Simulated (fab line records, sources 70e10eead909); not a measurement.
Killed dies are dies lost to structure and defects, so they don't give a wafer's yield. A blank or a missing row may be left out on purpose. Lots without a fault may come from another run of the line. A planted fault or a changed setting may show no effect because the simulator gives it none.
Which tool did it? | flow nand_harc | 24 lots, 72 wafers sampled, at 6 steps of a route of 1302

WHAT THE GAUGES READ, wafer by wafer
NHARC_A_CONTACT_INSPECT_23. Usual: raw_defect_count 508, standard deviation 110.
lot  | measured     | on                | raw_defect_count | flag
L074 | day 22 07:32 | defect_inspect-01 | 414 350 344      |
L076 | day 22 23:19 | defect_inspect-01 | 461 477 551      |
L075 | day 23 00:23 | defect_inspect-01 | 430 478 525      |
L077 | day 23 22:24 | defect_inspect-01 | 375 385 417      |
L079 | day 24 05:25 | defect_inspect-01 | 448 355 557      |
L078 | day 24 09:24 | defect_inspect-01 | 485 387 512      |
L082 | day 25 06:48 | defect_inspect-02 | 458 596 374      |
L081 | day 25 10:47 | defect_inspect-01 | 484 415 571      |
L080 | day 25 13:55 | defect_inspect-02 | 580 606 708      |
L083 | day 26 17:36 | defect_inspect-02 | 447 463 456      |
L084 | day 26 13:03 | defect_inspect-01 | 503 642 552      |
L085 | day 26 20:10 | defect_inspect-01 | 314 481 463      |
L086 | day 27 07:32 | defect_inspect-02 | 436 443 661      |
L087 | day 27 20:29 | defect_inspect-02 | 445 527 559      |
L088 | day 28 12:40 | defect_inspect-02 | 476 607 568      |
L089 | day 28 14:59 | defect_inspect-01 | 770 507 510      |
L090 | day 29 11:24 | defect_inspect-02 | 535 506 393      |
L091 | day 29 11:14 | defect_inspect-01 | 691 403 663      |
L092 | day 29 15:11 | defect_inspect-02 | 356 482 419      |
L093 | day 30 04:22 | defect_inspect-02 | 538 863 561      |
L094 | day 30 13:23 | defect_inspect-02 | 701 505 666      |
L095 | day 31 10:17 | defect_inspect-02 | 488 541 539      |
L096 | day 31 12:01 | defect_inspect-01 | 568 388 629      |
L097 | day 32 10:42 | defect_inspect-01 | 383 591 480      |

WHICH TOOL RAN EACH LOT (tool, then ch and the chambers of the sampled wafers, then the start)
lot  | NHARC_A_CONTACT_ETCH_123             | NHARC_A_CONTACT_ETCH_96                       | NHARC_A_CONTACT_ETCH_89                       | NHARC_A_CONTACT_ETCH_139             | NHARC_A_CONTACT_ALD_18
L074 | har_cap_etch-01 ch 0,1, day 21 02:50 | rie_diel-01 ch 2,3, day 22 04:15 or earlier   | rie_diel-01 ch 1,2,3, day 22 04:15 or earlier | har_cap_etch-03 ch 0,1, day 22 04:15 | ald_metal-02 ch 2,3, day 22 06:03
L076 | har_cap_etch-03 ch 0,1, day 22 01:33 | rie_diel-06 ch 0,2, day 22 20:05 or earlier   | rie_diel-06 ch 0,2,3, day 22 20:05 or earlier | har_cap_etch-03 ch 1, day 22 20:05   | ald_metal-04 ch 0,1,3, day 22 21:50
L075 | har_cap_etch-02 ch 0,1, day 22 03:22 | rie_diel-06 ch 1,2, day 22 21:03 or earlier   | rie_diel-06 ch 1,3, day 22 21:03 or earlier   | har_cap_etch-02 ch 0,1, day 22 21:03 | ald_metal-03 ch 1,2,3, day 22 22:52
L077 | har_cap_etch-01 ch 0,1, day 23 02:17 | rie_diel-06 ch 0,1,3, day 23 19:06 or earlier | rie_diel-06 ch 0,2,3, day 23 19:06 or earlier | har_cap_etch-02 ch 0,1, day 23 19:06 | ald_metal-03 ch 0,1,3, day 23 20:56
L079 | har_cap_etch-03 ch 0,1, day 23 05:32 | rie_diel-06 ch 0,2,3, day 24 02:17 or earlier | rie_diel-06 ch 0,2, day 24 02:17 or earlier   | har_cap_etch-03 ch 0,1, day 24 02:17 | ald_metal-02 ch 0,3, day 24 03:54
L078 | har_cap_etch-02 ch 0,1, day 23 11:06 | rie_diel-06 ch 0,1, day 24 06:03 or earlier   | rie_diel-13 ch 0,1, day 24 06:03 or earlier   | har_cap_etch-02 ch 0,1, day 24 06:03 | ald_metal-03 ch 1,2,3, day 24 07:56
L082 | har_cap_etch-01 ch 0,1, day 24 10:57 | rie_diel-13 ch 0,2,3, day 25 03:16 or earlier | rie_diel-06 ch 0,1,2, day 25 03:16 or earlier | har_cap_etch-01 ch 1, day 25 03:16   | ald_metal-02 ch 0,2,3, day 25 05:20
L081 | har_cap_etch-03 ch 0,1, day 24 13:34 | rie_diel-13 ch 0,3, day 25 06:46 or earlier   | rie_diel-06 ch 1,2, day 25 06:46 or earlier   | har_cap_etch-03 ch 1, day 25 06:46   | ald_metal-02 ch 0,2,3, day 25 08:35
L080 | har_cap_etch-02 ch 1, day 24 16:45   | rie_diel-13 ch 0,3, day 25 09:47 or earlier   | rie_diel-06 ch 0,1,2, day 25 09:47 or earlier | har_cap_etch-02 ch 0,1, day 25 09:47 | ald_metal-02 ch 0,3, day 25 11:41
L083 | har_cap_etch-01 ch 1, day 25 14:03   | rie_diel-06 ch 0,1,3, day 25 16:29            | rie_diel-01 ch 1,2,3, day 26 14:26 or earlier | har_cap_etch-02 ch 0, day 26 14:26   | ald_metal-03 ch 0,2,3, day 26 16:07
L084 | har_cap_etch-03 ch 0,1, day 25 14:37 | rie_diel-13 ch 0,2,3, day 25 15:50            | rie_diel-06 ch 0,1,3, day 26 09:50 or earlier | har_cap_etch-03 ch 0,1, day 26 09:50 | ald_metal-04 ch 1,2,3, day 26 11:33
L085 | har_cap_etch-02 ch 0,1, day 25 19:05 | rie_diel-06 ch 0,2,3, day 26 16:57 or earlier | rie_diel-06 ch 0,1, day 26 16:57 or earlier   | har_cap_etch-03 ch 0, day 26 16:57   | ald_metal-04 ch 0,1, day 26 18:41
L086 | har_cap_etch-01 ch 0,1, day 26 10:27 | rie_diel-06 ch 1,2,3, day 27 04:22 or earlier | rie_diel-06 ch 0,1,2, day 27 04:22 or earlier | har_cap_etch-03 ch 1, day 27 04:22   | ald_metal-03 ch 2,3, day 27 06:02
L087 | har_cap_etch-02 ch 0,1, day 27 00:29 | rie_diel-06 ch 0,1,2, day 27 17:12 or earlier | rie_diel-01 ch 0,3, day 27 17:12 or earlier   | har_cap_etch-01 ch 0,1, day 27 17:12 | ald_metal-04 ch 2,3, day 27 19:00
L088 | har_cap_etch-02 ch 0,1, day 27 17:05 | rie_diel-06 ch 0,3, day 28 09:31 or earlier   | rie_diel-06 ch 0,1,3, day 28 09:31 or earlier | har_cap_etch-02 ch 0,1, day 28 09:31 | ald_metal-02 ch 0,1,2, day 28 11:12
L089 | har_cap_etch-03 ch 0,1, day 27 18:11 | rie_diel-06 ch 0,1,2, day 28 11:44 or earlier | rie_diel-06 ch 1,2,3, day 28 11:44 or earlier | har_cap_etch-03 ch 0, day 28 11:44   | ald_metal-03 ch 1,2,3, day 28 13:30
L090 | har_cap_etch-03 ch 0,1, day 28 07:35 | rie_diel-01 ch 0,1,3, day 29 08:07 or earlier | rie_diel-13 ch 0,1,2, day 29 08:07 or earlier | har_cap_etch-01 ch 0,1, day 29 08:07 | ald_metal-02 ch 0,1,2, day 29 09:55
L091 | har_cap_etch-01 ch 0,1, day 28 08:46 | rie_diel-13 ch 1,2, day 29 07:58 or earlier   | rie_diel-06 ch 0,1, day 29 07:58 or earlier   | har_cap_etch-03 ch 0,1, day 29 07:58 | ald_metal-03 ch 1,2,3, day 29 09:48
L092 | har_cap_etch-01 ch 0,1, day 28 17:26 | rie_diel-13 ch 2,3, day 29 12:02 or earlier   | rie_diel-01 ch 0,3, day 29 12:02 or earlier   | har_cap_etch-03 ch 0,1, day 29 12:02 | ald_metal-03 ch 0,1,3, day 29 13:42
L093 | har_cap_etch-02 ch 0,1, day 29 08:02 | rie_diel-13 ch 1,2, day 30 01:14 or earlier   | rie_diel-06 ch 0,1,2, day 30 01:14 or earlier | har_cap_etch-03 ch 0,1, day 30 01:14 | ald_metal-03 ch 0,2,3, day 30 02:56
L094 | har_cap_etch-01 ch 0,1, day 29 17:14 | rie_diel-06 ch 1,2,3, day 30 09:55 or earlier | rie_diel-06 ch 1,2, day 30 09:55 or earlier   | har_cap_etch-02 ch 0,1, day 30 09:55 | ald_metal-02 ch 1,3, day 30 11:53
L095 | har_cap_etch-03 ch 1, day 30 13:50   | rie_diel-06 ch 2,3, day 31 07:03 or earlier   | rie_diel-06 ch 1,2,3, day 31 07:03 or earlier | har_cap_etch-01 ch 0,1, day 31 07:03 | ald_metal-02 ch 0,1,2, day 31 08:49
L096 | har_cap_etch-01 ch 0,1, day 30 15:26 | rie_diel-06 ch 1,2,3, day 31 08:24 or earlier | rie_diel-06 ch 0,1, day 31 08:24 or earlier   | har_cap_etch-02 ch 0,1, day 31 08:24 | ald_metal-03 ch 0,1,3, day 31 10:35
L097 | har_cap_etch-03 ch 0,1, day 31 10:31 | rie_diel-06 ch 0,1,2, day 32 06:42 or earlier | rie_diel-06 ch 0,1,3, day 32 06:42 or earlier | har_cap_etch-03 ch 0,1, day 32 06:42 | ald_metal-04 ch 0,2,3, day 32 09:13
- NHARC_A_CONTACT_ETCH_123: etches the open film in C4F8/O2/Ar, time 490 s, target depth 2110 nm.
- NHARC_A_CONTACT_ETCH_96: etches the open film in C4F6/O2, target depth 20 nm, time 10 s.
- NHARC_A_CONTACT_ETCH_89: etches the open film in N2/H2, target depth 260 nm, time 475.3 s.
- NHARC_A_CONTACT_ETCH_139: etches the open film in C4F8/O2/Ar, time 195 s, target depth 840 nm.
- NHARC_A_CONTACT_ALD_18: deposits TiN, target thk 3 nm, pulse time 1 s, ald cycles 150.

WHAT THE TOOLS THEMSELVES READ (means of the sampled wafers that have a number; where no wafer has one, the mark that the record gives instead)
NHARC_A_CONTACT_ETCH_123. Usual: chamber_pressure_mTorr 20.000 mTorr, standard deviation 0.017.
lot  | tool            | chamber_pressure_mTorr (mTorr) | flag
L074 | har_cap_etch-01 | 20.003                         |
L076 | har_cap_etch-03 | 20.012                         |
L075 | har_cap_etch-02 | 20.018                         |
L077 | har_cap_etch-01 | 19.996                         |
L079 | har_cap_etch-03 | 19.991                         |
L078 | har_cap_etch-02 | 19.991                         |
L082 | har_cap_etch-01 | 20.006                         |
L081 | har_cap_etch-03 | 20.007                         |
L080 | har_cap_etch-02 | 20.008                         |
L083 | har_cap_etch-01 | 19.983                         |
L084 | har_cap_etch-03 | 20.003                         |
L085 | har_cap_etch-02 | 19.986                         |
L086 | har_cap_etch-01 | 20.005                         |
L087 | har_cap_etch-02 | 19.992                         |
L088 | har_cap_etch-02 | 20.015                         |
L089 | har_cap_etch-03 | 19.989                         |
L090 | har_cap_etch-03 | 20.009                         |
L091 | har_cap_etch-01 | 20.009                         |
L092 | har_cap_etch-01 | 19.997                         |
L093 | har_cap_etch-02 | 19.998                         |
L094 | har_cap_etch-01 | 20.005                         |
L095 | har_cap_etch-03 | 19.997                         |
L096 | har_cap_etch-01 | 20.017                         |
L097 | har_cap_etch-03 | 19.979                         |

NHARC_A_CONTACT_ETCH_96. Usual: chamber_pressure_mTorr 30.000 mTorr, standard deviation 0.029; drypump_motor_current_A 5.8 A, standard deviation 0.54; mfc_ar_sccm 499.8 sccm, standard deviation 1.5; oes_product_au 0.967 a.u., standard deviation 0.027; rf_vpp_V 546.1 V, standard deviation 2.6; showerhead_plenum_p_Torr 3.89 Torr, standard deviation 0.12; throttle_valve_pct 26.902 %, standard deviation 0.0087.
lot  | tool        | chamber_pressure_mTorr (mTorr) | drypump_motor_current_A (A) | mfc_ar_sccm (sccm) | oes_product_au (a.u.) | rf_vpp_V (V) | showerhead_plenum_p_Torr (Torr) | throttle_valve_pct (%) | flag
L074 | rie_diel-01 | 29.994                         | 5.5                         | 501.3              | 0.954                 | 545.8        | 3.87                            | 26.903                 |
L076 | rie_diel-06 | 30.023                         | 5.4                         | 502.0              | 0.943                 | 543.7        | 3.78                            | 26.901                 |
L075 | rie_diel-06 | 29.997                         | 6.0                         | 501.6              | 0.927                 | 547.1        | 3.97                            | 26.912                 |
L077 | rie_diel-06 | 30.000                         | 5.9                         | 499.5              | 0.975                 | 548.9        | 3.99                            | 26.902                 |
L079 | rie_diel-06 | 29.993                         | 5.7                         | 500.2              | 1.001                 | 545.8        | 3.86                            | 26.912                 |
L078 | rie_diel-06 | 30.003                         | 5.8                         | 500.1              | 0.969                 | 548.9        | 4.03                            | 26.906                 |
L082 | rie_diel-13 | 29.977                         | 5.9                         | 498.8              | 0.984                 | 546.2        | 3.86                            | 26.905                 |
L081 | rie_diel-13 | 30.018                         | 5.6                         | 498.2              | 0.987                 | 546.1        | 3.90                            | 26.896                 |
L080 | rie_diel-13 | 29.981                         | 6.0                         | 499.5              | 0.987                 | 547.1        | 3.87                            | 26.900                 |
L083 | rie_diel-06 | 30.014                         | 5.9                         | 501.2              | 0.979                 | 547.8        | 3.99                            | 26.891                 |
L084 | rie_diel-13 | 29.981                         | 5.8                         | 499.2              | 0.950                 | 545.5        | 3.85                            | 26.905                 |
L085 | rie_diel-06 | 30.005                         | 5.7                         | 498.7              | 0.938                 | 545.6        | 3.86                            | 26.895                 |
L086 | rie_diel-06 | 29.990                         | 6.1                         | 499.9              | 0.998                 | 547.1        | 3.93                            | 26.906                 |
L087 | rie_diel-06 | 29.988                         | 5.6                         | 499.7              | 0.963                 | 546.2        | 3.89                            | 26.903                 |
L088 | rie_diel-06 | 29.990                         | 5.5                         | 500.6              | 0.969                 | 547.0        | 3.91                            | 26.901                 |
L089 | rie_diel-06 | 29.995                         | 5.6                         | 499.6              | 0.940                 | 546.0        | 3.89                            | 26.909                 |
L090 | rie_diel-01 | 30.015                         | 5.6                         | 500.4              | 1.029                 | 544.8        | 3.80                            | 26.903                 |
L091 | rie_diel-13 | 30.015                         | 5.8                         | 499.3              | 0.946                 | 543.6        | 3.78                            | 26.898                 |
L092 | rie_diel-13 | 30.006                         | 6.1                         | 499.1              | 0.941                 | 544.8        | 3.81                            | 26.905                 |
L093 | rie_diel-13 | 29.987                         | 5.8                         | 500.3              | 0.932                 | 543.3        | 3.78                            | 26.903                 |
L094 | rie_diel-06 | 29.969                         | 6.1                         | 498.4              | 1.004                 | 546.7        | 3.92                            | 26.904                 |
L095 | rie_diel-06 | 29.991                         | 6.2                         | 500.0              | 0.943                 | 545.8        | 3.88                            | 26.907                 |
L096 | rie_diel-06 | 30.046                         | 6.1                         | 500.0              | 0.959                 | 546.4        | 3.91                            | 26.908                 |
L097 | rie_diel-06 | 30.008                         | 5.6                         | 499.8              | 1.002                 | 546.5        | 3.88                            | 26.895                 |

NHARC_A_CONTACT_ETCH_89. Usual: chamber_pressure_mTorr 30.001 mTorr, standard deviation 0.028; drypump_motor_current_A 5.8 A, standard deviation 0.56; mfc_ar_sccm 0.019 sccm, standard deviation 0.017; oes_product_au 1.002 a.u., standard deviation 0.013; rf_vpp_V 430.1 V, standard deviation 2.3; showerhead_plenum_p_Torr 2.02 Torr, standard deviation 0.077; throttle_valve_pct 14.172 %, standard deviation 0.0091.
lot  | tool        | chamber_pressure_mTorr (mTorr) | drypump_motor_current_A (A) | mfc_ar_sccm (sccm) | oes_product_au (a.u.) | rf_vpp_V (V) | showerhead_plenum_p_Torr (Torr) | throttle_valve_pct (%) | flag
L074 | rie_diel-01 | 29.993                         | 5.2                         | 0.014              | 1.000                 | 430.1        | 2.01                            | 14.176                 |
L076 | rie_diel-06 | 30.008                         | 5.7                         | 0.027              | 1.005                 | 430.1        | 2.01                            | 14.172                 |
L075 | rie_diel-06 | 29.991                         | 6.3                         | 0.018              | 1.006                 | 432.8        | 2.12                            | 14.168                 |
L077 | rie_diel-06 | 29.972                         | 5.7                         | 0.027              | 1.001                 | 429.5        | 2.01                            | 14.166                 |
L079 | rie_diel-06 | 29.985                         | 5.4                         | 0.028              | 0.989                 | 428.8        | 1.95                            | 14.170                 |
L078 | rie_diel-13 | 29.983                         | 5.6                         | 0.014              | 1.002                 | 429.4        | 1.99                            | 14.171                 |
L082 | rie_diel-06 | 30.004                         | 5.6                         | 0.017              | 0.999                 | 430.0        | 2.02                            | 14.170                 |
L081 | rie_diel-06 | 30.038                         | 6.0                         | 0.019              | 1.002                 | 431.4        | 2.06                            | 14.183                 |
L080 | rie_diel-06 | 30.021                         | 5.6                         | 0.017              | 1.004                 | 429.3        | 2.02                            | 14.173                 |
L083 | rie_diel-01 | 30.013                         | 5.2                         | 0.014              | 1.009                 | 429.9        | 2.00                            | 14.166                 |
L084 | rie_diel-06 | 30.015                         | 5.9                         | 0.015              | 0.992                 | 430.1        | 2.08                            | 14.175                 |
L085 | rie_diel-06 | 29.996                         | 5.8                         | 0.005              | 1.001                 | 431.7        | 2.10                            | 14.168                 |
L086 | rie_diel-06 | 29.990                         | 5.6                         | 0.017              | 1.001                 | 429.9        | 2.02                            | 14.171                 |
L087 | rie_diel-01 | 30.003                         | 6.1                         | 0.000              | 1.036                 | 428.0        | 1.95                            | 14.168                 |
L088 | rie_diel-06 | 29.964                         | 5.9                         | 0.015              | 1.007                 | 431.1        | 2.07                            | 14.173                 |
L089 | rie_diel-06 | 29.990                         | 6.1                         | 0.029              | 0.998                 | 430.6        | 2.04                            | 14.168                 |
L090 | rie_diel-13 | 30.006                         | 5.6                         | 0.020              | 0.998                 | 428.8        | 1.98                            | 14.172                 |
L091 | rie_diel-06 | 30.001                         | 5.8                         | 0.005              | 1.003                 | 431.8        | 2.09                            | 14.165                 |
L092 | rie_diel-01 | 29.979                         | 5.8                         | 0.000              | 1.030                 | 428.6        | 1.96                            | 14.179                 |
L093 | rie_diel-06 | 30.021                         | 5.6                         | 0.017              | 0.998                 | 430.1        | 2.02                            | 14.170                 |
L094 | rie_diel-06 | 30.007                         | 5.8                         | 0.031              | 1.005                 | 428.8        | 1.98                            | 14.174                 |
L095 | rie_diel-06 | 30.013                         | 6.1                         | 0.029              | 1.004                 | 430.2        | 2.03                            | 14.172                 |
L096 | rie_diel-06 | 29.995                         | 5.8                         | 0.005              | 0.993                 | 432.6        | 2.09                            | 14.169                 |
L097 | rie_diel-06 | 29.994                         | 5.9                         | 0.015              | 0.995                 | 430.9        | 2.07                            | 14.166                 |

NHARC_A_CONTACT_ETCH_139. Usual: chamber_pressure_mTorr 19.997 mTorr, standard deviation 0.019.
lot  | tool            | chamber_pressure_mTorr (mTorr) | flag
L074 | har_cap_etch-03 | 20.001                         |
L076 | har_cap_etch-03 | 20.012                         |
L075 | har_cap_etch-02 | 20.022                         |
L077 | har_cap_etch-02 | 20.010                         |
L079 | har_cap_etch-03 | 20.006                         |
L078 | har_cap_etch-02 | 20.005                         |
L082 | har_cap_etch-01 | 19.998                         |
L081 | har_cap_etch-03 | 19.992                         |
L080 | har_cap_etch-02 | 19.995                         |
L083 | har_cap_etch-02 | 19.980                         |
L084 | har_cap_etch-03 | 19.994                         |
L085 | har_cap_etch-03 | 20.015                         |
L086 | har_cap_etch-03 | 20.008                         |
L087 | har_cap_etch-01 | 19.987                         |
L088 | har_cap_etch-02 | 19.996                         |
L089 | har_cap_etch-03 | 19.997                         |
L090 | har_cap_etch-01 | 19.990                         |
L091 | har_cap_etch-03 | 19.995                         |
L092 | har_cap_etch-03 | 19.984                         |
L093 | har_cap_etch-03 | 20.005                         |
L094 | har_cap_etch-02 | 19.987                         |
L095 | har_cap_etch-01 | 19.997                         |
L096 | har_cap_etch-02 | 19.982                         |
L097 | har_cap_etch-03 | 20.000                         |

NHARC_A_CONTACT_ALD_18. Usual: heater_power_w 1163 W, standard deviation 120; precursor_pulse_height_rel 0.998, standard deviation 0.02.
lot  | tool         | heater_power_w (W) | precursor_pulse_height_rel | flag
L074 | ald_metal-02 | 1087               | 1.008                      |
L076 | ald_metal-04 | 1130               | 0.998                      |
L075 | ald_metal-03 | 1243               | 0.992                      |
L077 | ald_metal-03 | 1325               | 0.998                      |
L079 | ald_metal-02 | 1083               | 0.996                      |
L078 | ald_metal-03 | 1234               | 0.988                      |
L082 | ald_metal-02 | 1087               | 1.020                      |
L081 | ald_metal-02 | 1094               | 1.004                      |
L080 | ald_metal-02 | 1076               | 1.013                      |
L083 | ald_metal-03 | 1241               | 1.009                      |
L084 | ald_metal-04 | 1091               | 1.003                      |
L085 | ald_metal-04 | 1125               | 0.977                      |
L086 | ald_metal-03 | 1157               | 0.997                      |
L087 | ald_metal-04 | 1112               | 0.987                      |
L088 | ald_metal-02 | 1082               | 0.999                      |
L089 | ald_metal-03 | 1187               | 0.998                      |
L090 | ald_metal-02 | 1051               | 1.001                      |
L091 | ald_metal-03 | 1206               | 0.988                      |
L092 | ald_metal-03 | 1274               | 1.015                      |
L093 | ald_metal-03 | 1238               | 0.986                      |
L094 | ald_metal-02 | 1028               | 0.984                      |
L095 | ald_metal-02 | 1074               | 0.996                      |
L096 | ald_metal-03 | 1288               | 1.002                      |
L097 | ald_metal-04 | 1092               | 0.997                      |

THE ANSWER, worked out from the rows above alone
Rule: a lot is off if the mean of its wafers that have a number lies more than 3 standard deviations from the usual mean. A lot without any number at a reading at which 4 lots or more have one is off too. The other lots that the step has rows for count as sound. The gauges are gone through in route order, then the tools' own readings, and for those a lot's mean is taken as printed above. The first step at which some lot is off is used, and at that step the reading that is off furthest; a lot without a number counts as furthest.
No lot is off at any reading shown: from this, nothing can be told.

WHAT THE SIMULATOR HAD PUT IN
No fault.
